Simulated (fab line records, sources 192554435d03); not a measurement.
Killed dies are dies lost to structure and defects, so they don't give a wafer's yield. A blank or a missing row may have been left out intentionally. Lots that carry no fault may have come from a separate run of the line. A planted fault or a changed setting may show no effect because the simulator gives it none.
Chamber matching ; flow n5 finfet ; cmp-01 running N5_STI_FIN_REVEAL_CMP_04: 4 sister chambers
The step polishes, stops on Si3N4, t overpolish 4 s, target thk 131.83 nm. 4 wafers are shown with their chamber, then 7 later ones without.

WAFERS WITH THEIR CHAMBER
wafer;chamber;motor current A (A)
L081.6;0;7.7
L085.2;3;8.1
L085.4;1;8.8
L089.5;2;6.8

WAFERS MISSING THEIR CHAMBER
wafer;motor current A (A)
L089.6;7.6
L093.3;6.5
L093.4;8.9
L093.6;7.2
L094.1;7.7
L094.2;8.7
L094.6;7.7

WHICH CHAMBER EACH WENT THROUGH
wafer;from the rows above;in truth
L089.6;can't be placed: 0 or 3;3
L093.3;2;2
L093.4;1;1
L093.6;can't be placed: 2 or 0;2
L094.1;can't be placed: 0 or 3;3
L094.2;1;1
L094.6;can't be placed: 0 or 3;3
Placed correctly: 3 of 7. Not placeable from these rows: 4 (in 4, the candidates include the true chamber). Placed wrongly: 0.
How it was worked out, from the rows above alone: a wafer's distance from a chamber is the root of the sum, over the readings, of the square of ((its reading less the chamber's mean) divided by the reading's scatter). The wafer belongs to the nearest chamber; if the next one is less than 2 further off, it can't be placed. A chamber's mean is the mean of its shown wafers. The scatter: with one shown wafer a chamber, the root of the mean of the squares of how far each hidden wafer lies from its nearest shown one.
